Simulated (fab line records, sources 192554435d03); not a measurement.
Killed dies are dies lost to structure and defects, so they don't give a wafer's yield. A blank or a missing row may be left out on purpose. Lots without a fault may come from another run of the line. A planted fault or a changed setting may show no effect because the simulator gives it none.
Chamber matching | flow n5_finfet | N5_BEOL_M0_CUTY_ETCH_62 on rie_diel-02: 4 sister chambers
The step etches SiARC in CF4, time 58.5 s. 4 wafers are shown with their chamber, then 11 later ones without.

WAFERS WITH THEIR CHAMBER
wafer  | chamber | drypump_motor_current_A (A)
L087.4 | 3       | 4.7
L089.4 | 2       | 5.7
L089.5 | 0       | 5.8
L090.3 | 1       | 5.6

WAFERS WITHOUT THEIR CHAMBER
wafer  | drypump_motor_current_A (A)
L090.5 | 5.6
L090.6 | 5.8
L094.1 | 4.7
L094.2 | 5.8
L094.6 | 5.8
L096.1 | 4.8
L096.2 | 5.8
L096.6 | 5.8
L097.1 | 5.6
L097.3 | 5.8
L097.5 | 5.6

WHICH CHAMBER EACH WENT THROUGH
wafer  | from the rows above | in truth
L090.5 | 1                   | 1
L090.6 | 0                   | 0
L094.1 | 3                   | 3
L094.2 | 0                   | 0
L094.6 | 0                   | 0
L096.1 | 3                   | 3
L096.2 | 0                   | 0
L096.6 | 0                   | 0
L097.1 | 1                   | 1
L097.3 | 0                   | 0
L097.5 | 1                   | 1
Placed correctly: 11 of 11. Can't be placed from these rows: 0. Placed wrongly: 0.
How it was worked out, from the rows above alone: a wafer's distance from a chamber is the root of the sum, over the readings, of the square of ((its reading less the chamber's mean) divided by the reading's scatter). The wafer belongs to the nearest chamber; if the next one is less than 2 further off, it can't be placed. A chamber's mean is the mean of its shown wafers. The scatter: with one shown wafer a chamber, the root of the mean of the squares of how far each hidden wafer lies from its nearest shown one.
